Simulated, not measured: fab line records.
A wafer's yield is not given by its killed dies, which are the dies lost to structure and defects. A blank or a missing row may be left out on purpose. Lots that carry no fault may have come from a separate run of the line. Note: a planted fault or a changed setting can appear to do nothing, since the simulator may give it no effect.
fab line records	flow nand_harc
record: lots: 11	wafers: 33	last_day: 34
route steps=1302 shown P_GATE@124 END@1302
lots that met no fault: from a run of the same line without faults
start_h: the number of hours between the record's first day and the start of the first shown wafer of the lot	wait_h: hours from the lot's prior step to this one	" unchanged from the row above	L1.1+2: a row that stands for several wafers	- no value, or no start was given	* or withheld: withheld	< > ~ a bound
route shown NAME@n: names a module that has steps shown in the file, with the first one's number in the route	usual: mean and standard deviation over wafers with no fault	same: alike in all rows	chamber/n: place in a boat	sites: the reading at each site	_std_site: standard deviation across them	_edge_site: mean of outer sites minus mean of inner sites	radius_mm: for every site, how far away it sits from the centre of the wafer	mask NAME#n: copy n	behind: the last tool/chamber to shape the wafer	hold: what put the lot on hold/how long, in hours/how the hold closed	device: transistor that didn't switch, given as n, p or np	end of line: tests of these same wafers at the route's end	where a step has no rows: the recipe by itself	killed: dies lost to structure and defects at the first sort, not the wafer's yield	map: the dies of a wafer, with x for killed, . for not killed, _ for no die there
set.NAME: the setting as run; set.NAME@STEP: as run at that earlier step	model.NAME: the simulator's own value behind a step, which no gauge read
the route's steps for a sample of lots (tables are steps, rows are wafers)
services: when a tool's chamber went out of use (start_h, in hours from the record's first day, below 0 if earlier), for how many hours, and the reason
== steps ==
step: NHARC_P_GATE_DESCUM_13
recipe: time_s: 3	o2_flow_sccm: 200	ar_flow_sccm: 0	bias_power_w: 0	chemistry: O2
usual: drypump_motor_current_A: 5.7/0.4	oes_product_au: 0.997/0.0068	rf_vpp_V: 57.9/0.8	showerhead_plenum_p_Torr: 1.92/0.07	throttle_valve_pct: 11.311/0.009
lot.wafer	tool	chamber	start_h	wait_h	drypump_motor_current_A	oes_product_au	rf_hours_counter_h	rf_vpp_V	showerhead_plenum_p_Torr	throttle_valve_pct
L716.2	rie_diel-06	3	89.69	-	6.0	1.009	10.3	58.9	1.99	11.309
L716.3	"	0	"	"	4.7	0.994	9.6	58.3	1.87	11.308
L716.4	"	2	"	"	5.8	0.991	9.3	58.3	1.96	11.331
L718.2	rie_diel-04	0	102.01	-	5.8	0.994	3.2	57.0	1.82	11.309
L718.3	"	1	"	"	6.2	0.987	3.8	56.9	1.89	11.305
L718.6	"	3	"	"	5.2	0.989	-	58.7	2.00	11.294
L719.2	rie_diel-06	3	107.41	-	6.0	1.001	10.5	58.8	1.99	11.325
L719.3	"	2	"	"	5.8	0.996	9.5	57.4	1.96	11.301
L719.6	"	3	"	"	6.1	1.013	-	57.7	1.99	11.322
L720.4	rie_diel-06	2	120.43	-	5.8	0.991	10.5	57.7	1.96	11.302
L720.1	"	1	"	"	6.0	0.996	9.1	58.1	1.95	11.303
L720.5	"	2	"	"	5.8	0.999	-	58.4	1.96	11.309
L724.1	rie_diel-08	3	160.04	-	6.1	0.996	8.4	58.4	1.93	11.321
L724.5	"	1	"	"	5.5	0.991	-	57.2	1.85	11.323
L724.6	"	2	"	"	5.5	1.006	-	57.8	1.83	11.310
L725.3	rie_diel-08	2	171.61	-	5.5	0.998	8.1	58.0	1.83	11.321
L725.4	"	0	"	"	5.8	0.999	7.2	57.9	2.04	11.337
L725.6	"	2	"	"	5.5	1.003	-	57.2	1.83	11.307
L726.4	rie_diel-08	1	183.34	-	5.5	0.993	-	58.1	1.85	11.309
L726.3	"	0	"	"	5.8	0.998	-	58.9	2.04	11.307
L726.6	"	1	"	"	5.5	1.003	-	59.3	1.85	11.309
L728.4	rie_diel-06	3	199.75	-	6.0	1.012	3.1	58.4	1.99	11.309
L728.2	"	0	"	"	4.7	1.003	2.7	57.8	1.87	11.313
L728.6	"	2	"	"	5.8	1.004	-	56.8	1.96	11.320
L734.2	rie_diel-08	3	262.68	-	6.1	1.005	4.3	56.9	1.93	11.301
L734.4	"	0	"	"	5.8	0.989	4.9	58.4	2.04	11.315
L734.5	"	3	"	"	6.1	0.991	-	57.6	1.93	11.329
L736.1	rie_diel-04	3	283.28	-	5.1	0.994	5.2	57.7	1.99	11.312
L736.2	"	0	"	"	5.8	1.000	5.3	58.2	1.82	11.305
L736.4	"	1	"	"	6.2	1.003	4.9	58.8	1.89	11.300
L739.4	rie_diel-08	0	306.79	-	5.9	0.993	7.7	58.7	2.04	11.311
L739.2	"	1	"	"	5.5	0.991	6.9	57.7	1.85	11.306
L739.6	"	2	"	"	5.5	1.010	-	57.4	1.82	11.317
step: NHARC_P_GATE_PEB_24
recipe: peb_temp_c: 100	peb_time_s: 65
usual: heater_power_total_W: 156.6/0.43	plate_temp_C: 100.01/0.11
lot.wafer	tool	chamber	start_h	wait_h	heater_power_total_W	plate_temp_C
L716.2	litho_track-04	0	104.69	0.1	156.3	99.97
L716.3	"	0	"	"	156.3	100.01
L716.4	"	0	"	"	156.2	100.01
L718.2	litho_track-06	0	116.06	0.1	155.9	100.15
L718.3	"	0	"	"	157.1	100.06
L718.6	"	0	"	"	156.6	99.87
L719.2	litho_track-04	0	120.99	0.1	156.0	99.89
L719.3	"	0	"	"	156.1	99.85
L719.6	"	0	"	"	156.1	99.93
L720.1	litho_track-01	0	135.80	0.1	156.8	99.98
L720.4	"	0	"	"	156.5	99.95
L720.5	"	0	"	"	157.1	100.00
L724.1	litho_track-04	0	173.63	0.1	156.9	100.01
L724.5	"	0	"	"	156.1	99.92
L724.6	"	0	"	"	157.1	100.11
L725.3	litho_track-04	0	185.56	0.0	156.1	99.99
L725.4	"	0	"	"	156.0	100.04
L725.6	"	0	"	"	156.8	100.03
L726.3	litho_track-01	0	201.29	0.0	156.0	99.80
L726.4	"	0	"	"	157.2	99.88
L726.6	"	0	"	"	156.1	99.83
L728.2	litho_track-06	0	215.02	0.1	156.5	100.25
L728.4	"	0	"	"	156.6	100.08
L728.6	"	0	"	"	156.4	100.14
L734.2	litho_track-04	0	276.34	0.1	178.8	110.18
L734.4	"	0	"	"	179.1	110.07
L734.5	"	0	"	"	178.9	110.05
L736.1	litho_track-04	0	297.99	0.1	178.1	110.21
L736.2	"	0	"	"	178.9	110.27
L736.4	"	0	"	"	179.1	110.21
L739.2	litho_track-01	0	323.80	0.1	156.2	99.90
L739.4	"	0	"	"	157.2	100.06
L739.6	"	0	"	"	156.5	100.16
step: NHARC_P_GATE_CD_MEAS_26
recipe: target_cd_nm: 120	landing_energy_ev: 500
usual: cd_nm: 119.8/0.53
same: landing_energy_ev: 500
lot.wafer	tool	chamber	start_h	wait_h	cd_nm
L716.2	cd_sem-02	0	104.77	-	119.7
L716.3	"	0	"	"	120.3
L716.4	"	0	"	"	119.6
L718.2	cd_sem-03	0	116.14	-	119.3
L718.3	"	0	"	"	120.0
L718.6	"	0	"	"	119.9
L719.2	cd_sem-02	0	121.08	-	120.2
L719.3	"	0	"	"	120.0
L719.6	"	0	"	"	120.2
L720.1	cd_sem-01	0	135.88	-	120.1
L720.4	"	0	"	"	121.0
L720.5	"	0	"	"	121.0
L724.1	cd_sem-02	0	173.71	-	119.3
L724.5	"	0	"	"	119.3
L724.6	"	0	"	"	119.5
L725.3	cd_sem-01	0	185.64	-	120.3
L725.4	"	0	"	"	120.1
L725.6	"	0	"	"	119.4
L726.3	cd_sem-02	0	201.38	-	120.1
L726.4	"	0	"	"	120.3
L726.6	"	0	"	"	120.0
L728.2	cd_sem-03	0	215.10	-	120.2
L728.4	"	0	"	"	119.6
L728.6	"	0	"	"	119.4
L734.2	cd_sem-02	0	276.42	-	91.1
L734.4	"	0	"	"	90.7
L734.5	"	0	"	"	91.2
L736.1	cd_sem-01	0	298.07	-	91.2
L736.2	"	0	"	"	91.1
L736.4	"	0	"	"	91.2
L739.2	cd_sem-02	0	323.88	-	120.5
L739.4	"	0	"	"	120.5
L739.6	"	0	"	"	120.3
step: NHARC_P_GATE_STRIP_108
recipe: o2_flow_sccm: 500	ar_flow_sccm: 0	bias_w: 0	chemistry: O2
usual: drypump_motor_current_A: 5.7/0.42	oes_product_au: 0.997/0.0083	rf_vpp_V: 57.9/0.83	showerhead_plenum_p_Torr: 3.54/0.12	throttle_valve_pct: 17.036/0.009
lot.wafer	tool	chamber	start_h	wait_h	drypump_motor_current_A	oes_product_au	rf_hours_counter_h	rf_vpp_V	showerhead_plenum_p_Torr	throttle_valve_pct
L716.4	rie_diel-08	2	105.60	-	5.5	0.994	4.3	58.1	3.38	17.026
L716.3	"	3	"	"	6.1	0.994	4.6	59.7	3.56	17.047
L716.2	"	0	"	"	5.9	0.990	4.3	58.2	3.75	17.040
L718.3	rie_diel-04	2	116.95	-	5.7	0.990	5.3	57.6	3.64	17.039
L718.2	"	3	"	"	5.2	0.990	5.0	57.1	3.67	17.041
L718.6	"	3	"	"	5.2	0.986	-	58.0	3.67	17.045
L719.3	rie_diel-08	2	121.88	-	5.5	0.999	6.0	55.5	3.38	17.057
L719.2	"	0	"	"	5.9	1.012	5.9	58.7	3.74	17.036
L719.6	"	3	"	"	6.1	0.988	-	59.4	3.56	17.030
L720.1	rie_diel-04	1	136.69	-	6.2	0.987	4.7	56.7	3.49	17.037
L720.4	"	3	"	"	5.2	0.992	5.2	57.5	3.67	17.037
L720.5	"	2	"	"	5.6	0.991	-	57.0	3.64	17.027
L724.1	rie_diel-06	3	174.52	-	6.0	1.008	2.6	58.6	3.66	17.045
L724.5	"	3	"	"	6.0	1.019	-	58.4	3.66	17.050
L724.6	"	1	"	"	6.0	1.014	-	56.7	3.59	17.035
L725.3	rie_diel-06	0	186.64	-	4.8	1.001	2.5	56.7	3.46	17.036
L725.4	"	2	"	"	5.8	1.004	-	58.1	3.61	17.038
L725.6	"	3	"	"	6.0	1.018	-	58.9	3.66	17.024
L726.3	rie_diel-04	2	202.20	-	5.7	0.996	0.3	56.7	3.64	17.039
L726.4	"	3	"	"	5.1	1.003	0.2	57.1	3.67	17.038
L726.6	"	1	"	"	6.2	0.993	-	58.0	3.48	17.031
L728.2	rie_diel-08	1	215.90	-	5.5	0.991	1.8	58.0	3.41	17.023
L728.4	"	2	"	"	5.5	1.002	1.6	57.6	3.38	17.037
L728.6	"	1	"	"	5.5	0.995	-	58.5	3.41	17.038
L734.4	rie_diel-08	3	277.25	-	6.1	0.994	4.4	58.1	3.56	17.019
L734.2	"	1	"	"	5.5	0.999	4.5	56.4	3.41	17.030
L734.5	"	2	"	"	5.5	1.011	-	58.4	3.37	17.045
L736.4	rie_diel-04	0	298.88	-	5.9	1.001	6.6	57.4	3.37	17.055
L736.2	"	2	"	"	5.7	0.994	5.6	58.3	3.63	17.056
L736.1	"	3	"	"	5.1	1.013	6.5	58.0	3.66	17.031
L739.4	rie_diel-08	0	324.80	-	5.8	0.996	8.1	58.9	3.74	17.035
L739.2	"	2	"	"	5.5	0.999	7.3	56.8	3.37	17.029
L739.6	"	0	"	"	5.8	0.996	-	58.0	3.74	17.047
step: NHARC_P_GATE_ALD_36
recipe: target_thk_a: 200	pulse_time_s: 60	ald_cycles: 223	temp_c: 400	material: SiNx
usual: heater_power_w: 882/85	precursor_pulse_height_rel: 0.999/0.021
lot.wafer	tool	chamber	start_h	wait_h	heater_power_w	precursor_pulse_height_rel
L716.4	ald_sin-02	2	106.22	-	892	0.984
L716.2	"	3	107.30	-	776	1.014
L716.3	"	0	108.38	-	873	0.983
L718.3	ald_sin-01	0	119.72	-	863	0.981
L718.2	"	1	120.78	-	793	0.986
L718.6	"	2	121.85	-	901	1.010
L719.2	ald_sin-04	3	122.51	-	796	1.017
L719.3	"	0	123.56	-	1019	1.010
L719.6	"	0	127.77	-	1009	1.005
L720.1	ald_sin-02	1	138.38	-	835	1.023
L720.4	"	2	139.45	-	891	0.991
L720.5	"	1	142.65	-	839	0.999
L724.1	ald_sin-01	2	176.23	-	898	1.006
L724.6	"	1	179.39	-	807	0.979
L724.5	"	2	180.44	-	884	1.000
L725.4	ald_sin-04	0	187.32	-	1040	0.983
L725.3	"	1	188.39	-	900	0.968
L725.6	"	1	192.67	-	917	0.974
L726.3	ald_sin-02	0	202.81	-	908	1.006
L726.4	"	2	204.93	-	914	1.062
L726.6	"	0	207.04	-	867	0.986
L728.4	ald_sin-04	2	216.54	-	1016	0.993
L728.2	"	0	218.69	-	1039	1.009
L728.6	"	2	220.84	-	1088	0.993
L734.4	ald_sin-04	1	278.95	-	890	1.003
L734.2	"	2	280.02	-	1055	0.993
L734.5	"	0	282.17	-	1007	0.976
L736.1	ald_sin-04	2	299.51	-	1064	0.997
L736.2	"	0	301.63	-	996	0.984
L736.4	"	1	302.68	-	894	1.009
L739.2	ald_sin-01	1	325.42	-	774	1.002
L739.4	"	3	327.50	-	907	0.974
L739.6	"	1	329.59	-	784	1.010
step: NHARC_END_SORT_01
recipe: temp_c: 25
usual: killed_at_array: 56/21	killed_at_other: 1.2/1.6	killed_at_periphery: 3.7/2.5	killed_dies: 61/21	killed_open: 3.1/1.8	killed_short: 2.8/1.7
same: gross_dies: 677
lot.wafer	tool	chamber	start_h	wait_h	killed_at_array	killed_at_other	killed_at_periphery	killed_dies	killed_open	killed_short
L734.2	prober-01	0	739.59	2.8	49	0	578	627	3	5
L734.4	prober-01	0	741.21	3.4	55	0	587	642	3	1
L734.5	prober-01	0	742.02	3.7	54	1	605	660	5	4
L736.1	prober-01	0	772.41	2.5	77	0	584	661	3	2
L736.2	prober-01	0	773.22	2.8	81	1	572	654	6	3
L736.4	prober-01	0	774.83	3.4	70	5	586	661	1	3
killed by level:class
L734.2 P_GATE:area_peb=574 A_SLIT:chamber_film_flake=27 A_CHANNEL_HOLE_D1:chamber_film_flake=7 A_CONTACT:chamber_film_flake=3 A_ZERO_WELL:chamber_film_flake=2 P_M2:geometric_particle:short=1 A_ONON_D1:geometric_particle:short=1 A_CHANNEL_HOLE_D1:geometric_particle:open=1
L734.4 P_GATE:area_peb=585 A_SLIT:chamber_film_flake=24 A_CHANNEL_HOLE_D1:chamber_film_flake=17 A_SGD_CUT:chamber_film_flake=4 A_ONON_D1:geometric_particle:open=2 A_STAIRCASE:chamber_film_flake=2 A_CHANNEL_HOLE_D1:geometric_particle:short=1 A_CHANNEL_FILL_D2:geometric_particle:open=1
L734.5 P_GATE:area_peb=600 A_SLIT:chamber_film_flake=27 A_CHANNEL_HOLE_D1:chamber_film_flake=12 P_M0:geometric_particle:open=2 A_CONTACT:chamber_film_flake=2 A_DECK1_JOINT:chamber_film_flake=2 A_SGD_CUT:chamber_film_flake=2 P_ZERO_WELL:geometric_particle:open=1
L736.1 P_GATE:area_peb=581 A_SLIT:chamber_film_flake=25 A_CHANNEL_HOLE_D2:chamber_film_flake=24 A_CHANNEL_HOLE_D1:chamber_film_flake=10 A_CONTACT:chamber_film_flake=7 A_M0:chamber_film_flake=5 P_GATE:geometric_particle:open=1 P_M2:geometric_particle:open=1
L736.2 P_GATE:area_peb=567 A_SLIT:chamber_film_flake=31 A_CHANNEL_HOLE_D2:chamber_film_flake=20 A_CHANNEL_HOLE_D1:chamber_film_flake=12 A_CONTACT:chamber_film_flake=7 A_CHANNEL_FILL_D1:chamber_film_flake=3 P_GATE:chamber_film_flake=2 P_STI:geometric_particle:open=1
L736.4 P_GATE:area_peb=585 A_SLIT:chamber_film_flake=26 A_CHANNEL_HOLE_D2:chamber_film_flake=21 A_CHANNEL_HOLE_D1:chamber_film_flake=8 A_M0:chamber_film_flake=7 THIN_TSV:chamber_film_flake=5 A_CONTACT:chamber_film_flake=3 P_GATE:geometric_particle:open=1
== services ==
tool	chamber	start_h	hours	kind
ald_sin-02	-	65.98	23.5	repair
rie_diel-06	1	73.50	4.4	repair
ald_sin-04	-	80.45	10.0	pm
ald_sin-04	2	92.49	18.5	repair
rie_diel-06	-	130.20	9.0	pm
ald_sin-04	3	132.89	3.7	repair
rie_diel-08	0	147.02	23.0	repair
rie_diel-04	-	164.10	0.3	repair
rie_diel-06	2	166.11	20.1	repair
rie_diel-08	3	175.05	12.2	repair
rie_diel-04	-	177.90	9.0	pm
rie_diel-08	2	180.09	9.1	repair
rie_diel-06	1	185.32	13.0	repair
rie_diel-08	-	191.47	9.0	pm
litho_track-04	-	203.00	7.0	pm
rie_diel-04	0	206.37	1.6	repair
rie_diel-04	3	218.29	5.2	repair
rie_diel-04	-	231.93	2.4	repair
rie_diel-08	1	248.51	4.1	repair
ald_sin-04	1	252.31	4.5	repair
ald_sin-04	-	255.48	0.7	repair
ald_sin-04	-	258.45	10.0	pm
rie_diel-06	1	294.07	1.2	repair
rie_diel-06	-	307.20	9.0	pm
== key ==
first_sign: step: NHARC_P_GATE_PEB_24	reading: plate_temp_C	direction: up	sigmas: 91	usual: *	struck: *
effect: step: NHARC_P_GATE_PEB_24	reading: heater_power_total_W	direction: up	sigmas: 52	usual: *	struck: *
effect: step: NHARC_P_GATE_CD_MEAS_26	reading: cd_nm	direction: down	sigmas: 55	usual: 119.8	struck: 91.1
effect: step: NHARC_END_SORT_01	reading: killed_at_periphery	direction: up	sigmas: 99+	usual: 3.7	struck: 585.3
more_kills_born_at: NHARC_P_GATE_PEB_24@litho_track-04: 3492
met_at NHARC_P_GATE_PEB_24
struck_lots L734,L736
later_rows_left_out L734.2,L734.4,L734.5,L736.1,L736.2,L736.4
tester_left_out L734,L736
not_acting_at NHARC_P_GATE_DESCUM_13,NHARC_P_GATE_STRIP_108,NHARC_P_GATE_ALD_36
onset_between 185.56 276.34
fault: kind: process_parameter_drift	tool: litho_track-04	chamber: -	onset_h: 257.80	steps: NHARC_P_GATE_PEB_24	channel: peb_temp_c	offset: *	shape: step	end_h: 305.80	acts_in: *	stated: *
tester_left_out: of these lots the tester's yield and bins aren't shown, on N5 and GAA mostly nor the transistor test; their killed dies are dies lost to structure and defects alone, not to doping, threshold or leakage, so they don't give the yield
later_rows_left_out: the simulator's readings of these wafers behind a module that went badly wrong aren't trusted and aren't shown, but for the sort
